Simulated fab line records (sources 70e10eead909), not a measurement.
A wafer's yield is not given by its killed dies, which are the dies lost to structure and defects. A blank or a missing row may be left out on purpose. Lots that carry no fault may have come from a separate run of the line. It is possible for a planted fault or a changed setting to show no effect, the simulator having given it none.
The tool behind it: which one? :: flow nand-harc :: route of 1302 steps, sampled at 1 step: 12 lots, 36 wafers

WHAT EACH GAUGE READ, for each wafer
NHARC_A_SLIT_INSPECT_11.
lot: L075
measured: day 20 07:22
on: defect-inspect-02
raw-defect-count: 109 127 113

lot: L079
measured: day 20 23:07
on: defect-inspect-02
raw-defect-count: 114 99 103

lot: L076
measured: day 21 01:22
on: defect-inspect-01
raw-defect-count: 121 90 120

lot: L082
measured: day 22 11:20
on: defect-inspect-02
raw-defect-count: 119 118 123

lot: L083
measured: day 23 12:12
on: defect-inspect-02
raw-defect-count: 77 81 72

lot: L086
measured: day 24 04:11
on: defect-inspect-01
raw-defect-count: 28 17 25

lot: L087
measured: day 25 00:20
on: defect-inspect-02
raw-defect-count: 16 11 14

lot: L089
measured: day 25 21:40
on: defect-inspect-02
raw-defect-count: 17 15 22

lot: L091
measured: day 27 00:04
on: defect-inspect-02
raw-defect-count: 25 26 27

lot: L093
measured: day 27 14:42
on: defect-inspect-01
raw-defect-count: 67 60 65

lot: L096
measured: day 28 17:24
on: defect-inspect-01
raw-defect-count: 52 68 64

lot: L097
measured: day 30 01:39
on: defect-inspect-01
raw-defect-count: 39 39 33

WHAT TOOL EACH LOT RAN ON (gives the tool, then ch and the chambers of the sampled wafers, and finally the start)
The record shows no process step preceding these readings.

THE ANSWER, worked out from the rows above alone
Rule: the usual values come from the lots themselves. Put in order of their means at a reading, lots are off if they are a third of the lots or fewer, leave a main group of 4 or more, and stand apart from it by a gap of 3 or more times the standard deviation of the main group's means; of several such gaps the widest counts. The tables above print the reading to a certain number of digits; a main group whose means all agree to those digits is not used. A lot without any number at a reading at which 4 lots or more have one is off too. All remaining lots with rows at the step are treated as sound.
No lot is off on any of the readings shown, so nothing can be concluded from this.

WHAT HAD BEEN PUT IN BY THE SIMULATOR
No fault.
